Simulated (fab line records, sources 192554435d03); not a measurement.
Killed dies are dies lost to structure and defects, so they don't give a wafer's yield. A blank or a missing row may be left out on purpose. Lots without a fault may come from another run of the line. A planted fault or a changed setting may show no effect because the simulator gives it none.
fab line records | flow n5_finfet
record lots=6 wafers=18 last_day=19
route steps=1938 shown BEOL_M12@1604 PASSIVATION@1936
lots that met no fault: from a run of the same line without faults
start_h: hours from the record's first day to the start of the lot's first wafer shown | wait_h: hours since the lot's step before | " the same as in the row above | L1.1+2: a row that stands for several wafers | - no value, or no start given | * or withheld: withheld | < > ~ a bound
route shown NAME@n: a module of which the file shows steps, and the number in the route of the first | usual: mean/standard deviation of fault-free wafers | same: alike in all rows | chamber/n: place in a boat | sites: the reading at each site | _std_site: their standard deviation | _edge_site: outer sites' mean less inner sites' | radius_mm: how far each site lies from the wafer's centre | mask NAME#n: copy n | behind: the tool/chamber that last shaped the wafer | hold: why the lot was held/for how many hours/how that ended | device: the transistor (n, p or np) that didn't switch | end of line: the same wafers' tests at the end of the route | a step without rows: its recipe alone | killed: dies lost to structure and defects at the first sort, not the wafer's yield | map: a wafer's dies, x killed, . not, _ none there
set.NAME: the setting as run; set.NAME@STEP: as run at that earlier step | model.NAME: the simulator's own value behind a step, which no gauge read
lots at some steps of the route; a table a step, a row a wafer
services: from which hour (start_h, from the record's first day; less than 0 if before it) a tool's chamber was out of use, for how many hours, and why
## steps
# step N5_BEOL_M12_COAT_58
# recipe resist=BARC temp_c=205 time_s=60 spin_rpm=1500 resist_thk_nm=89
# step N5_BEOL_M12_COAT_04
# recipe spin_rpm=1625 resist_thk_nm=400
# step N5_BEOL_M12_EBR_06
# recipe solvent=PGMEA ebr_width_mm=1.5
# step N5_BEOL_M12_SOFTBAKE_05
# recipe temp_c=130 time_s=60
# step N5_BEOL_M12_EXPOSE_07
# recipe mask_id=V11 na=0.93 source_shape=conventional sigma_outer=0.6 polarization=unpolarized attpsm_phase_deg=180 dose_mj=32.5
# step N5_BEOL_M12_PEB_08
# recipe peb_temp_c=130 peb_time_s=90
# step N5_BEOL_M12_DEVELOP_09
# recipe develop_time_s=45 rinse_liquid=diw dry=air_spin dev_temp_c=21
# step N5_BEOL_M12_HARDBAKE_14
# recipe temp_c=130 time_s=120
# step N5_BEOL_M12_CD_MEAS_10
# recipe target_cd_nm=140 landing_energy_ev=500 detector=se_inlens polarity=opening
# usual cd_nm=139.6/1.4
# columns lot.wafer tool chamber start_h wait_h cd_nm
L508.1 cd_sem-01 0 300.50 - 138.2
L508.2 " 0 " " 140.7
L508.4 " 0 " " 141.0
L510.3 cd_sem-03 0 324.01 - 142.2
L510.5 " 0 " " 143.5
L510.6 " 0 " " 143.3
L512.1 cd_sem-03 0 324.24 - 139.4
L512.2 " 0 " " 140.0
L512.3 " 0 " " 140.4
L520.1 cd_sem-03 0 367.65 - 139.7
L520.2 " 0 " " 139.9
L520.5 " 0 " " 139.0
L519.2 cd_sem-03 0 378.63 - 141.5
L519.4 " 0 " " 138.8
L519.6 " 0 " " 139.1
L522.2 cd_sem-02 0 403.28 - 140.7
L522.3 " 0 " " 140.9
L522.6 " 0 " " 138.4
# step N5_BEOL_M12_OVL_MEAS_11
# recipe points_per_wafer=44
# usual V11_OVL=1/6
# columns lot.wafer tool chamber start_h wait_h V11_OVL[nm]
L508.1 overlay-02 0 300.53 0.0 -12
L508.2 " 0 " " -10
L508.4 " 0 " " -10
L510.3 overlay-01 0 324.04 0.0 4
L510.5 " 0 " " 1
L510.6 " 0 " " 1
L512.1 overlay-02 0 324.27 0.0 9
L512.2 " 0 " " -1
L512.3 " 0 " " 5
L520.1 overlay-01 0 367.70 0.0 11
L520.2 " 0 " " 4
L520.5 " 0 " " 6
L519.2 overlay-02 0 378.65 0.0 9
L519.4 " 0 " " 0
L519.6 " 0 " " 4
L522.2 overlay-01 0 403.31 0.0 10
L522.3 " 0 " " 3
L522.6 " 0 " " -2
# step N5_BEOL_M12_INSPECT_12
# recipe mode=adi inspect_instrument=macro
# usual raw_defect_count=2.0/1.4
# columns lot.wafer tool chamber start_h wait_h raw_defect_count
L508.1 defect_inspect-02 - 300.55 0.0 2
L508.2 " - " " 1
L508.4 " - " " 0
L510.3 defect_inspect-02 - 324.06 0.0 2
L510.5 " - " " 0
L510.6 " - " " 1
L512.1 defect_inspect-02 - 324.29 0.0 1
L512.2 " - " " 1
L512.3 " - " " 0
L520.1 defect_inspect-02 - 367.72 0.0 2
L520.2 " - " " 1
L520.5 " - " " 2
L519.2 defect_inspect-01 - 378.68 0.0 2
L519.4 " - " " 3
L519.6 " - " " 2
L522.2 defect_inspect-01 - 403.33 0.0 1
L522.3 " - " " 4
L522.6 " - " " 1
# step N5_BEOL_M12_DESCUM_15
# recipe chemistry=O2 time_s=7.9 source_power_w=50 bias_power_w=20 pressure_mtorr=20 rf_frequency_hz=2.712e+07 temp_c=40 o2_flow_sccm=225
# usual drypump_motor_current_A=5.7/0.4 oes_product_au=0.81/0.11 rf_vpp_V=243.6/1.4 showerhead_plenum_p_Torr=2.12/0.081 throttle_valve_pct=20.43/0.3
# columns lot.wafer tool chamber start_h wait_h drypump_motor_current_A oes_product_au rf_hours_counter_h rf_vpp_V showerhead_plenum_p_Torr throttle_valve_pct
L508.1 rie_diel-04 2 300.58 0.0 6.0 0.71 234 240.4 1.97 20.37
L508.2 " 1 " " 5.3 0.69 254 245.2 2.17 21.00
L508.4 " 2 " " 6.1 0.70 - 241.6 1.97 20.36
L510.3 rie_diel-05 0 324.10 0.0 5.6 1.02 0 241.4 2.07 20.55
L510.5 " 2 " " 5.6 0.70 - 242.7 2.17 20.54
L510.6 " 3 " " 6.1 0.70 - 243.3 2.06 20.54
L512.1 rie_diel-05 1 324.36 0.1 6.5 0.92 25 244.8 2.21 20.30
L512.2 " 2 " " 5.5 0.70 250 243.9 2.17 20.55
L512.3 " 3 " " 6.1 0.71 218 243.1 2.06 20.53
L520.1 rie_diel-04 0 367.75 0.0 5.6 0.73 151 242.3 2.01 20.20
L520.2 " 3 " " 5.7 0.91 19 243.2 2.15 20.69
L520.5 " 3 " " 5.8 0.90 - 243.9 2.15 20.70
L519.2 rie_diel-02 2 378.71 0.0 6.4 0.76 140 244.3 2.20 20.56
L519.4 " 2 " " 6.4 0.76 - 246.0 2.20 20.56
L519.6 " 0 " " 5.8 0.85 - 246.0 2.22 20.20
L522.2 rie_diel-05 2 403.37 0.0 5.5 0.92 17 245.0 2.16 20.07
L522.3 " 1 " " 6.5 0.87 51 243.6 2.20 20.32
L522.6 " 2 " " 5.6 0.91 - 244.9 2.16 20.05
# step N5_BEOL_M12_ETCH_59
# recipe chemistry=N2/H2 target=BARC target_depth_a=890 overetch_a=267 time_s=67.9 ion_energy_ev=200 pressure_mtorr=30 source_w=840 bias_w=150 n2_flow_sccm=200 h2_flow_sccm=200
# usual bias_w=150.0/0.44 drypump_motor_current_A=5.7/0.41 n2_flow_sccm=199.9/0.66 oes_product_au=0.69/0.086 rf_vpp_V=524.5/2.9 showerhead_plenum_p_Torr=2.57/0.095 throttle_valve_pct=17.86/0.28
# columns lot.wafer tool chamber start_h wait_h bias_w drypump_motor_current_A n2_flow_sccm oes_product_au rf_hours_counter_h rf_vpp_V showerhead_plenum_p_Torr throttle_valve_pct
L508.1 rie_diel-04 2 300.62 0.0 149.5 6.1 199.5 0.61 234 520.0 2.42 18.01
L508.2 " 1 " " 150.4 5.3 199.3 0.60 254 524.5 2.61 18.32
L508.4 " 2 " " 150.0 6.1 200.0 0.60 - 519.1 2.42 18.02
L510.3 rie_diel-05 0 324.13 0.0 134.7 5.6 198.1 0.87 0 487.3 2.52 17.93
L510.5 " 2 " " 135.3 5.5 200.0 0.59 - 491.4 2.62 17.99
L510.6 " 3 " " 134.3 6.1 199.7 0.61 - 487.1 2.50 17.96
L512.1 rie_diel-05 1 324.40 0.0 134.9 6.5 200.4 0.76 25 493.0 2.69 17.77
L512.2 " 2 " " 134.2 5.5 200.3 0.60 250 491.0 2.62 17.97
L512.3 " 3 " " 134.6 6.1 201.3 0.61 218 488.1 2.50 17.95
L520.1 rie_diel-04 0 367.79 0.0 150.1 5.6 199.8 0.62 151 521.0 2.42 17.47
L520.2 " 3 " " 149.9 5.8 199.7 0.78 19 527.3 2.61 18.11
L520.5 " 3 " " 149.9 5.7 199.5 0.77 - 525.3 2.61 18.13
L519.2 rie_diel-02 2 378.75 0.0 149.6 6.4 199.4 0.65 140 528.6 2.67 17.94
L519.4 " 2 " " 149.7 6.4 200.3 0.64 - 529.2 2.67 17.95
L519.6 " 0 " " 150.3 5.8 199.6 0.72 - 529.7 2.67 17.56
L522.2 rie_diel-05 2 403.40 0.0 149.9 5.5 199.7 0.78 17 524.9 2.61 17.52
L522.3 " 1 " " 149.5 6.5 199.8 0.72 51 527.1 2.68 17.81
L522.6 " 2 " " 150.5 5.5 200.0 0.78 - 525.6 2.61 17.51
# step N5_BEOL_M12_VIA_ETCH_16
# recipe chemistry=C4F8/O2/Ar target=SiOC pressure_mtorr=30 source_w=3000 bias_w=700 Ar_flow_sccm=400 C4F8_flow_sccm=15 O2_flow_sccm=8 he_inner_torr=15 he_outer_torr=30 target_depth_a=7248 time_s=withheld ion_energy_ev=250 ends=cleared
# usual bias_w=700.2/2.1 drypump_motor_current_A=5.7/0.4 oes_product_au=0.73/0.096 rf_vpp_V=666/3.4 showerhead_plenum_p_Torr=3.45/0.12 throttle_valve_pct=24.2/0.3
# columns lot.wafer tool chamber start_h wait_h bias_w drypump_motor_current_A oes_product_au rf_vpp_V showerhead_plenum_p_Torr throttle_valve_pct
L508.1 rie_diel-04 2 300.67 0.0 701.2 6.1 0.64 662 3.25 24.2
L508.2 " 1 " " 701.9 5.3 0.62 667 3.52 24.7
L508.4 " 2 " " 701.3 6.1 0.64 661 3.25 24.2
L510.3 rie_diel-05 0 324.18 0.0 701.2 5.6 0.90 663 3.36 24.3
L510.5 " 2 " " 701.1 5.6 0.62 669 3.48 23.9
L510.6 " 3 " " 698.1 6.1 0.63 664 3.38 24.3
L512.1 rie_diel-05 1 324.45 0.0 700.1 6.5 0.82 671 3.63 24.3
L512.2 " 2 " " 698.0 5.5 0.63 667 3.47 24.0
L512.3 " 3 " " 701.1 6.1 0.63 666 3.38 24.3
L520.1 rie_diel-04 0 367.84 0.0 702.6 5.6 0.66 662 3.27 23.9
L520.2 " 3 " " 702.6 5.7 0.82 666 3.49 24.4
L520.5 " 3 " " 699.8 5.7 0.82 667 3.49 24.4
L519.2 rie_diel-02 2 378.80 0.0 700.6 6.4 0.68 669 3.56 24.3
L519.4 " 2 " " 697.3 6.4 0.69 670 3.57 24.2
L519.6 " 0 " " 699.2 5.8 0.77 670 3.60 24.0
L522.2 rie_diel-05 2 403.45 0.0 700.0 5.6 0.83 667 3.47 23.6
L522.3 " 1 " " 701.3 6.5 0.76 671 3.62 24.3
L522.6 " 2 " " 697.1 5.6 0.82 667 3.47 23.6
# step N5_PASSIVATION_PROBE_49
# usual defect_limited_yield=91.6/1.4 killed_at_M0_to_M3=35/10 killed_at_M4_up=13/4.8 killed_at_contacts=12/7.2 killed_at_front_end=36/12 killed_at_other=4/3.1 killed_dies=100/17 killed_open=66/13 killed_short=32/7.3 sort_bin_5_function=5.0/0.94 sort_bin_6_memory=3.1/0.67 sort_n_pass=1080/17 sort_yield_pct=91.6/1.4
# same gross_dies=1180 killed_at_back_side=0 sort_bin_4_leakage[%]=0 sort_bin_8_speed[%]=0
# columns lot.wafer tool chamber start_h wait_h defect_limited_yield[%] killed_at_M0_to_M3 killed_at_M4_up killed_at_contacts killed_at_front_end killed_at_other killed_dies killed_open killed_short sort_bin_5_function[%] sort_bin_6_memory[%] sort_n_pass sort_yield_pct[%]
L510.3 prober-02 - 375.80 0.1 96.0 18 4 9 13 3 47 35 12 2.5 1.4 1133 96.0
L520.1 prober-01 - 418.56 0.0 91.7 22 20 8 44 4 98 71 27 4.5 3.4 1082 91.7
L520.2 prober-01 - 418.61 0.1 92.4 49 8 1 29 3 90 65 24 4.1 3.2 1090 92.4
L520.5 prober-01 - 418.76 0.2 92.0 38 7 5 44 0 94 59 35 5.0 2.6 1086 92.0
# killed by level:class
L510.3 MOL_CONTACT_COAG:geometric_particle:open=6 BEOL_M1:geometric_particle:open=6 BEOL_M0_SAQP:geometric_particle:open=4 BEOL_M2:geometric_particle:open=4 SPACER0:geometric_particle:open=3 MOL_CONTACT_COAG:geometric_particle:short=3 FIN_SAQP:geometric_particle:open=2 FIN_SAQP:geometric_particle:short=2
L520.1 STI_FIN_REVEAL:geometric_particle:open=12 BEOL_M4:geometric_particle:open=10 MOL_CONTACT_COAG:geometric_particle:open=8 BEOL_M2:geometric_particle:open=6 GATE_CUT:geometric_particle:short=5 FIN_SAQP:geometric_particle:open=4 FIN_SAQP:geometric_particle:short=4 BEOL_M0_SAQP:geometric_particle:open=4
L520.2 STI_FIN_REVEAL:geometric_particle:open=10 BEOL_M2:geometric_particle:open=10 BEOL_M3:geometric_particle:open=10 BEOL_M0_SAQP:geometric_particle:open=9 BEOL_M0_SAQP:geometric_particle:short=7 BEOL_M1:geometric_particle:open=7 DUMMY_GATE:geometric_particle:open=5 BEOL_M4:geometric_particle:open=5
L520.5 BEOL_M0_SAQP:geometric_particle:open=16 STI_FIN_REVEAL:geometric_particle:open=9 BEOL_M0_SAQP:geometric_particle:short=9 FIN_SAQP:geometric_particle:open=8 GATE_CUT:geometric_particle:short=8 FIN_SAQP:geometric_particle:short=5 MOL_CONTACT_COAG:geometric_particle:open=4 BEOL_M1:geometric_particle:open=4
## services
# columns tool chamber start_h hours kind
rie_diel-04 3 284.47 - clean
rie_diel-04 3 284.47 - consumable_replace:focus_ring
rie_diel-04 3 284.47 19.3 scheduled_down
rie_diel-04 3 284.47 19.3 vent_cycle
rie_diel-05 2 293.30 10.5 repair
rie_diel-05 - 300.33 0.8 repair
rie_diel-04 1 303.82 - clean
rie_diel-04 1 303.82 - consumable_replace:focus_ring
rie_diel-02 0 304.01 13.7 repair
rie_diel-05 0 304.85 - clean
rie_diel-05 0 304.85 - consumable_replace:focus_ring
rie_diel-05 0 304.85 18.9 scheduled_down
rie_diel-05 0 304.85 18.9 vent_cycle
rie_diel-05 2 324.63 - clean
rie_diel-05 2 324.63 - consumable_replace:focus_ring
rie_diel-05 2 324.63 16.0 scheduled_down
rie_diel-05 2 324.63 16.0 vent_cycle
rie_diel-04 - 328.22 20.3 repair
rie_diel-02 2 329.23 17.8 repair
rie_diel-05 - 333.67 14.6 pm
rie_diel-05 0 359.71 4.8 repair
rie_diel-04 3 360.47 4.1 repair
rie_diel-02 1 377.18 19.5 repair
rie_diel-04 1 399.45 5.4 repair
## key
first_sign step=N5_BEOL_M12_ETCH_59 reading=bias_w direction=down sigmas=35 usual=* struck=*
effect step=N5_BEOL_M12_ETCH_59 reading=rf_vpp_V direction=down sigmas=12 usual=524.5 struck=489.7
met_at N5_BEOL_M12_ETCH_59
struck_wafers L510.3,L510.5,L510.6,L512.1,L512.2,L512.3
fault kind=process_parameter_drift tool=rie_diel-05 chamber=- onset_h=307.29 steps=N5_BEOL_M12_ETCH_59 channel=bias_w offset=* shape=step end_h=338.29 acts_in=* stated=*
